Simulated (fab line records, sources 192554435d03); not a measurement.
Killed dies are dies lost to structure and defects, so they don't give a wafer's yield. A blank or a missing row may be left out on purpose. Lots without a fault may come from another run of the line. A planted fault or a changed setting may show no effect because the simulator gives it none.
Chamber matching | flow n5_finfet | N5_ILD0_CMP_12 on cmp-02: 4 sister chambers
The step polishes SiNx, stops on poly-Si, t overpolish 6 s, target thk 17.67 nm. 18 wafers are shown with their chamber, then 9 later ones without.

WAFERS WITH THEIR CHAMBER
wafer  | chamber | motor_current_A (A) | time_to_endpoint_s (s) | overpolish_run_s (s)
L076.1 | 1       | 7.6                 | 27.8                   | 6.006
L076.2 | 0       | 10.0                | 26.3                   | 5.984
L076.4 | 3       | 9.0                 | 26.9                   | 5.997
L080.3 | 2       | 7.6                 | 29.8                   | 6.005
L080.5 | 3       | 8.4                 | 28.1                   | 6.004
L080.6 | 0       | 9.6                 | 26.7                   | 5.991
L082.2 | 2       | 8.5                 | 28.0                   | 6.018
L082.4 | 3       | 8.6                 | 29.0                   | 5.997
L082.6 | 0       | 10.3                | 28.1                   | 5.999
L085.1 | 2       | 8.3                 | 29.7                   | 5.998
L085.3 | 3       | 8.8                 | 30.6                   | 5.993
L085.5 | 1       | 7.3                 | 30.4                   | 6.006
L086.2 | 0       | 9.6                 | 32.2                   | 6.016
L086.3 | 2       | 9.1                 | 30.7                   | 5.990
L086.6 | 3       | 9.1                 | 30.5                   | 5.983
L088.1 | 0       | 10.0                | 25.5                   | 6.005
L088.4 | 1       | 7.3                 | 32.8                   | 5.991
L088.6 | 2       | 8.3                 | 30.0                   | 6.001

SIGNATURES (means of the wafers above)
reading            | chamber 0 | chamber 1 | chamber 2 | chamber 3 | scatter within a chamber
motor_current_A    | 9.900     | 7.400     | 8.360     | 8.780     | 0.368
time_to_endpoint_s | 27.760    | 30.333    | 29.640    | 29.020    | 1.98
overpolish_run_s   | 5.99900   | 6.00100   | 6.00240   | 5.99480   | 0.0101
Rule: a wafer's distance from a chamber is the root of the sum, over the readings, of the square of ((its reading less the chamber's mean) divided by the reading's scatter). The wafer belongs to the nearest chamber; if the next one is less than 2 further off, it can't be placed. The scatter: the root of (the sum of the squares of (reading less its chamber's mean) over the shown wafers, divided by (wafers less chambers)).

WAFERS WITHOUT THEIR CHAMBER
wafer  | motor_current_A (A) | time_to_endpoint_s (s) | overpolish_run_s (s)
L089.1 | 7.7                 | 27.6                   | 5.992
L089.5 | 8.2                 | 26.9                   | 6.014
L089.6 | 8.1                 | 28.5                   | 6.015
L092.1 | 8.3                 | 34.3                   | 5.992
L092.2 | 7.8                 | 34.0                   | 5.995
L092.4 | 10.2                | 30.3                   | 6.008
L094.1 | 7.5                 | 34.0                   | 6.020
L094.5 | 9.0                 | 34.6                   | 6.010
L094.6 | 9.7                 | 32.6                   | 5.996

WHICH CHAMBER EACH WENT THROUGH
wafer  | from the rows above               | in truth
L089.1 | can't be placed: 1 or 2 or 3      | 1
L089.5 | can't be placed: 2 or 3 or 1      | 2
L089.6 | can't be placed: 2 or 1 or 3      | 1
L092.1 | can't be placed: 2 or 3 or 1      | 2
L092.2 | can't be placed: 1 or 2 or 3      | 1
L092.4 | 0                                 | 0
L094.1 | can't be placed: 1 or 2           | 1
L094.5 | can't be placed: 2 or 3 or 0 or 1 | 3
L094.6 | can't be placed: 0 or 3 or 2      | 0
Placed correctly: 1 of 9. Can't be placed from these rows: 8 (the true chamber is among the candidates in 8). Placed wrongly: 0.
